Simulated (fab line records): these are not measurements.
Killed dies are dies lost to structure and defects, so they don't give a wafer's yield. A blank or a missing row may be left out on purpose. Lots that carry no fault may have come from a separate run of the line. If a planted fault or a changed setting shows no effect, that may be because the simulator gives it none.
Which tool did it? | flow nandHarc | 36 wafers from 12 lots sampled at 6 of the route's 1302 steps

## WHAT EACH GAUGE READ, for each wafer
NHARC_A_CHANNEL_HOLE_D1_INSPECT_12. Usual: rawDefectCount 5.5, standard deviation 2.8.
lot  | measured     | on               | rawDefectCount          | flag
L414 | day 8 23:17  | defectInspect-02 | 10 7 8                  | 
L416 | day 9 22:36  | defectInspect-02 | 2 4 8                   | 
L417 | day 10 06:19 | defectInspect-01 | 6 4 3                   | 
L423 | day 13 02:59 | defectInspect-02 | 307 326 302 304 324 307 | OFF
L427 | day 14 08:16 | defectInspect-01 | 5 4 1                   | 
L426 | day 14 09:43 | defectInspect-01 | 346 300 328 334 306 326 | OFF
L428 | day 14 10:00 | defectInspect-02 | 8 9 4                   | 
L430 | day 15 10:11 | defectInspect-02 | 2 3 2                   | 
L433 | day 17 01:19 | defectInspect-02 | 4 3 1                   | 
L434 | day 17 04:11 | defectInspect-01 | 5 7 9                   | 
L435 | day 17 20:15 | defectInspect-01 | 8 5 3                   | 
L436 | day 18 04:10 | defectInspect-01 | 3 2 6                   | 

NHARC_END_SORT_01. Usual: defectLimitedYield is 91 % with standard deviation 3.1, killedAtArray is 57 with standard deviation 21, killedAtOther is 0.9 with standard deviation 1.2, killedAtPeriphery is 4.2 with standard deviation 2.9, killedDies is 62 with standard deviation 21, killedOpen is 3.2 with standard deviation 1.8, and killedShort is 2.4 with standard deviation 1.5.
lot  | measured     | on        | defectLimitedYield (%) | killedAtArray | killedAtOther | killedAtPeriphery | killedDies | killedOpen | killedShort | flag
L428 | day 30 11:50 | prober-01 | 87                     | 74            | 1             | 10                | 85         | 5          | 2           | 
L430 | day 30 15:49 | prober-02 | 94 90                  | 41 66         | 0 1           | 2 1               | 43 68      | 2 2        | 4 4         | 

## TOOL THAT RAN EACH LOT (tool first, then ch and the chambers of the sampled wafers, then the start)
lot  | NHARC_A_CHANNEL_HOLE_D1_DEP_00 | NHARC_A_CHANNEL_HOLE_D1_ETCH_16              | NHARC_A_CHANNEL_HOLE_D1_ETCH_23 | NHARC_A_CHANNEL_HOLE_D1_ETCH_24
L414 | aclDep-03 ch 0, day 8 20:29    | rieDiel-03 ch 0,1,2, day 9 01:59 or earlier  | harEtch-02 ch 0,1, day 9 01:59  | harEtch-02 ch 0,1, day 9 02:42
L416 | aclDep-01 ch 0, day 9 19:47    | rieDiel-07 ch 0,1,3, day 10 02:01 or earlier | harEtch-02 ch 1, day 10 02:01   | harEtch-02 ch 1, day 10 02:43
L417 | aclDep-01 ch 0, day 10 04:19   | rieDiel-03 ch 0,1, day 10 11:13 or earlier   | harEtch-01 ch 0,1, day 10 11:13 | harEtch-01 ch 0,1, day 10 11:56
L423 | aclDep-03 ch 0, day 13 00:30   | -                                            | -                               | -
L427 | aclDep-01 ch 0, day 14 05:49   | rieDiel-03 ch 0,3, day 14 11:03 or earlier   | harEtch-02 ch 0,1, day 14 11:03 | harEtch-02 ch 0,1, day 14 11:45
L426 | aclDep-03 ch 0, day 14 07:01   | -                                            | -                               | -
L428 | aclDep-02 ch 0, day 14 07:31   | rieDiel-07 ch 1,2,3, day 14 15:14 or earlier | harEtch-02 ch 0,1, day 14 15:14 | harEtch-02 ch 0,1, day 14 15:55
L430 | aclDep-02 ch 0, day 15 07:25   | rieDiel-05 ch 0,3, day 15 13:01 or earlier   | harEtch-01 ch 0,1, day 15 13:01 | harEtch-01 ch 0,1, day 15 13:43
L433 | aclDep-02 ch 0, day 16 19:01   | rieDiel-07 ch 1,2, day 17 04:22 or earlier   | harEtch-01 ch 0,1, day 17 04:22 | harEtch-01 ch 0,1, day 17 05:04
L434 | aclDep-01 ch 0, day 17 01:25   | rieDiel-07 ch 0,1,2, day 17 08:24 or earlier | harEtch-01 ch 0,1, day 17 08:24 | harEtch-01 ch 0,1, day 17 09:04
L435 | aclDep-02 ch 0, day 17 17:48   | rieDiel-05 ch 0,1,3, day 17 22:56 or earlier | harEtch-02 ch 1, day 17 22:56   | harEtch-02 ch 1, day 17 23:38
L436 | aclDep-03 ch 0, day 18 01:31   | rieDiel-07 ch 0,2,3, day 18 06:50 or earlier | harEtch-01 ch 0,1, day 18 06:50 | harEtch-01 ch 0,1, day 18 07:32
- NHARC_A_CHANNEL_HOLE_D1_DEP_00: deposits aC, target thk 3100 nm.
- NHARC_A_CHANNEL_HOLE_D1_ETCH_16: etches the open film in O2/COS, target depth 3100 nm, time 806 s.
- NHARC_A_CHANNEL_HOLE_D1_ETCH_23: etches the open film in C4F8/O2/Ar, time 819 s, target depth 1600 nm.
- NHARC_A_CHANNEL_HOLE_D1_ETCH_24: etches the open film in C4F8/O2/Ar, time 906.2 s, target depth 1500 nm.

## AS READ BY THE TOOLS THEMSELVES (means over the sampled wafers that have a number; for cases with no such wafer, the mark the record gives instead)
NHARC_A_CHANNEL_HOLE_D1_DEP_00. Usual: throttleValvePct 35.000 %, standard deviation 0.0089.
lot  | tool      | throttleValvePct (%) | flag
L414 | aclDep-03 | 35.000               | 
L416 | aclDep-01 | 34.997               | 
L417 | aclDep-01 | 34.999               | 
L423 | aclDep-03 | 35.004               | 
L427 | aclDep-01 | 34.997               | 
L426 | aclDep-03 | 35.010               | 
L428 | aclDep-02 | 35.004               | 
L430 | aclDep-02 | 34.990               | 
L433 | aclDep-02 | 35.004               | 
L434 | aclDep-01 | 34.993               | 
L435 | aclDep-02 | 34.997               | 
L436 | aclDep-03 | 35.002               | 

NHARC_A_CHANNEL_HOLE_D1_ETCH_16. Usual: drypumpMotorCurrentA 5.7 A, standard deviation 0.34; oesProductAu 1.002 a.u., standard deviation 0.013; rfVppV 314.4 V, standard deviation 2.2; showerheadPlenumPTorr 3.14 Torr, standard deviation 0.14; throttleValvePct 28.329 %, standard deviation 0.0089.
lot  | tool       | drypumpMotorCurrentA (A) | oesProductAu (a.u.) | rfVppV (V) | showerheadPlenumPTorr (Torr) | throttleValvePct (%) | flag
L414 | rieDiel-03 | 5.8                      | 0.998               | 314.1      | 3.09                         | 28.320               | 
L416 | rieDiel-07 | 5.7                      | 0.993               | 315.0      | 3.21                         | 28.327               | 
L417 | rieDiel-03 | 5.3                      | 0.996               | 314.3      | 3.15                         | 28.325               | 
L427 | rieDiel-03 | 5.5                      | 1.019               | 313.9      | 3.10                         | 28.331               | 
L428 | rieDiel-07 | 5.7                      | 1.021               | 314.6      | 3.15                         | 28.335               | 
L430 | rieDiel-05 | 5.5                      | 1.004               | 314.8      | 3.20                         | 28.326               | 
L433 | rieDiel-07 | 5.6                      | 1.002               | 313.3      | 3.02                         | 28.321               | 
L434 | rieDiel-07 | 5.7                      | 1.001               | 315.4      | 3.16                         | 28.333               | 
L435 | rieDiel-05 | 5.6                      | 1.006               | 314.1      | 3.13                         | 28.330               | 
L436 | rieDiel-07 | 5.9                      | 1.014               | 316.1      | 3.28                         | 28.316               | 

NHARC_A_CHANNEL_HOLE_D1_ETCH_23. Usual: c4f8FlowSccm 89.32 sccm, standard deviation 0.26; drypumpMotorCurrentA 5.7 A, standard deviation 0.47; showerheadPlenumPTorr 3.62 Torr, standard deviation 0.12; throttleValvePct 32.155 %, standard deviation 0.0087.
lot  | tool       | c4f8FlowSccm (sccm) | drypumpMotorCurrentA (A) | showerheadPlenumPTorr (Torr) | throttleValvePct (%) | flag
L414 | harEtch-02 | 89.39               | 6.0                      | 3.49                         | 32.156               | 
L416 | harEtch-02 | 89.20               | 5.7                      | 3.44                         | 32.150               | 
L417 | harEtch-01 | 89.45               | 5.5                      | 3.71                         | 32.153               | 
L427 | harEtch-02 | 89.54               | 6.3                      | 3.50                         | 32.153               | 
L428 | harEtch-02 | 89.19               | 6.2                      | 3.50                         | 32.161               | 
L430 | harEtch-01 | 89.31               | 5.5                      | 3.68                         | 32.152               | 
L433 | harEtch-01 | 89.18               | 5.5                      | 3.66                         | 32.158               | 
L434 | harEtch-01 | 89.25               | 5.5                      | 3.66                         | 32.156               | 
L435 | harEtch-02 | 89.50               | 5.7                      | 3.93                         | 32.155               | 
L436 | harEtch-01 | 89.51               | 5.5                      | 3.65                         | 32.160               | 

NHARC_A_CHANNEL_HOLE_D1_ETCH_24. Usual: c4f8FlowSccm 93.80 sccm, standard deviation 0.27; drypumpMotorCurrentA 5.7 A, standard deviation 0.46; showerheadPlenumPTorr 3.62 Torr, standard deviation 0.12; throttleValvePct 32.235 %, standard deviation 0.0082.
lot  | tool       | c4f8FlowSccm (sccm) | drypumpMotorCurrentA (A) | showerheadPlenumPTorr (Torr) | throttleValvePct (%) | flag
L414 | harEtch-02 | 93.67               | 6.0                      | 3.49                         | 32.237               | 
L416 | harEtch-02 | 94.07               | 5.7                      | 3.44                         | 32.237               | 
L417 | harEtch-01 | 93.66               | 5.5                      | 3.70                         | 32.233               | 
L427 | harEtch-02 | 93.70               | 6.2                      | 3.50                         | 32.241               | 
L428 | harEtch-02 | 93.92               | 6.3                      | 3.49                         | 32.241               | 
L430 | harEtch-01 | 93.47               | 5.5                      | 3.67                         | 32.235               | 
L433 | harEtch-01 | 93.70               | 5.5                      | 3.66                         | 32.235               | 
L434 | harEtch-01 | 93.71               | 5.5                      | 3.65                         | 32.235               | 
L435 | harEtch-02 | 93.58               | 5.7                      | 3.92                         | 32.231               | 
L436 | harEtch-01 | 93.64               | 5.5                      | 3.65                         | 32.238               | 

## THE ANSWER, worked out from the rows above alone
Rule: a lot counts as off when the mean over its wafers that have a number is more than 3 standard deviations away from the usual mean. Also off: a lot with no number at a reading for which 4 or more lots have one. The other lots that the step has rows for count as sound. First the gauges in route order, then the tools' own readings, where a lot's mean is used as printed above. At the first step where some lot is off, the reading lying furthest off is the one used; lots without a number count as furthest.
Off at NHARC_A_CHANNEL_HOLE_D1_INSPECT_12 (rawDefectCount): L423, L426.
A tool fits if, at a process step before that reading, it ran every lot that is off, and no sound lot after the first of them. Gauges at NHARC_A_CHANNEL_HOLE_D1_INSPECT_12: tried the same way as those tools. No candidate that was tried fits.

## WHAT THE SIMULATOR HAD INSERTED
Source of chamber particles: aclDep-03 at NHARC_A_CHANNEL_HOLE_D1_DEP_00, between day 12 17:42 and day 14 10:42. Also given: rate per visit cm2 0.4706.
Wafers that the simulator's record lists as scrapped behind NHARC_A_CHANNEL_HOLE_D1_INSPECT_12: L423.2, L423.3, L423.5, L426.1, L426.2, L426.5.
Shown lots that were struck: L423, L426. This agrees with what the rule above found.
